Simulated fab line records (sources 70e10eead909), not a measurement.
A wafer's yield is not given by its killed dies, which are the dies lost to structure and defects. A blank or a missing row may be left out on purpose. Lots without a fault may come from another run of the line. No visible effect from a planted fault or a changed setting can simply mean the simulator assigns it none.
Chamber matching | flow nand harc | NHARC_A_STAIRCASE_ETCHBACK_157 on rie diel-01: 4 sister chambers
The step etches the open film in CH3F/O2, target depth 90 nm, time 167.14 s. 8 wafers are shown with their chamber, then 7 later ones without.

WAFERS, EACH WITH ITS CHAMBER
wafer  | chamber | showerhead plenum p Torr (Torr) | drypump motor current A (A)
L074.2 | 1       | 2.49                            | 5.7
L074.6 | 2       | 2.45                            | 6.7
L076.5 | 0       | 2.29                            | 6.4
L076.6 | 1       | 2.49                            | 5.7
L079.3 | 0       | 2.28                            | 6.4
L079.6 | 3       | 2.57                            | 6.2
L082.2 | 2       | 2.45                            | 6.6
L082.4 | 3       | 2.56                            | 6.3

WAFERS WITHOUT THEIR CHAMBER
wafer  | showerhead plenum p Torr (Torr) | drypump motor current A (A)
L082.6 | 2.28                            | 6.3
L088.2 | 2.47                            | 5.7
L088.4 | 2.44                            | 6.6
L088.5 | 2.27                            | 6.4
L091.1 | 2.55                            | 6.3
L091.5 | 2.47                            | 5.7
L091.6 | 2.27                            | 6.4

WHICH CHAMBER EACH ONE RAN IN
wafer  | from the rows above | in truth
L082.6 | 0                   | 0
L088.2 | 1                   | 1
L088.4 | 2                   | 2
L088.5 | 0                   | 0
L091.1 | 3                   | 3
L091.5 | 1                   | 1
L091.6 | 0                   | 0
7 of 7 placed correctly. Can't be placed from these rows: 0. 0 placed wrongly.
How it was worked out, from the rows above alone: a wafer's distance from a chamber is the root of the sum, over the readings, of the square of ((its reading less the chamber's mean) divided by the reading's scatter). The wafer belongs to the nearest chamber; if the next one is less than 2 further off, it can't be placed. A chamber's mean is the mean of its shown wafers. The scatter: take each reading less its chamber's mean, square it, sum over the shown wafers, divide by the number of wafers less the number of chambers, and take the root.
